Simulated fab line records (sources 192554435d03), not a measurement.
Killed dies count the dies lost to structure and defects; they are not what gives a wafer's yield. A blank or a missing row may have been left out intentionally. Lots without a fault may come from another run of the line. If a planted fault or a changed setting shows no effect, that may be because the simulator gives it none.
Matching of chambers -- flow n5Finfet -- cmp-03 running N5_MOL_CONTACT_COAG_CMP_52: 4 sister chambers
The step polishes, stops on SiO2, t overpolish 1.5 s, target thk 66.5 nm. 4 wafers are shown with their chamber, then 8 later ones without.

== EACH WAFER AND ITS CHAMBER ==
wafer,chamber,motorCurrentA (A)
L077.5,3,12.1
L081.5,0,11.3
L082.4,1,11.1
L084.2,2,11.3

== WAFERS WITH NO CHAMBER GIVEN ==
wafer,motorCurrentA (A)
L084.4,11.3
L084.5,10.7
L089.1,11.1
L089.3,11.9
L089.4,11.8
L091.3,11.8
L091.4,11.0
L091.5,12.1

== WHICH CHAMBER EACH WENT THROUGH ==
wafer,from the rows above,in truth
L084.4,can't be placed: 0 or 2 or 1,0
L084.5,can't be placed: 1 or 0 or 2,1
L089.1,can't be placed: 1 or 0 or 2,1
L089.3,can't be placed: 3 or 0 or 2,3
L089.4,can't be placed: 3 or 0 or 2 or 1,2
L091.3,can't be placed: 3 or 0 or 2 or 1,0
L091.4,can't be placed: 1 or 0 or 2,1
L091.5,3,3
Placed correctly: 1 of 8. Not placeable from these rows: 7 (in 7, the candidates include the true chamber). 0 placed wrongly.
How it was worked out, from the rows above alone: a wafer's distance from a chamber is the root of the sum, over the readings, of the square of ((its reading less the chamber's mean) divided by the reading's scatter). The wafer belongs to the nearest chamber; if the next one is less than 2 further off, it can't be placed. The mean given for a chamber averages the wafers shown for that chamber. The scatter: with one shown wafer a chamber, the root of the mean of the squares of how far each hidden wafer lies from its nearest shown one.
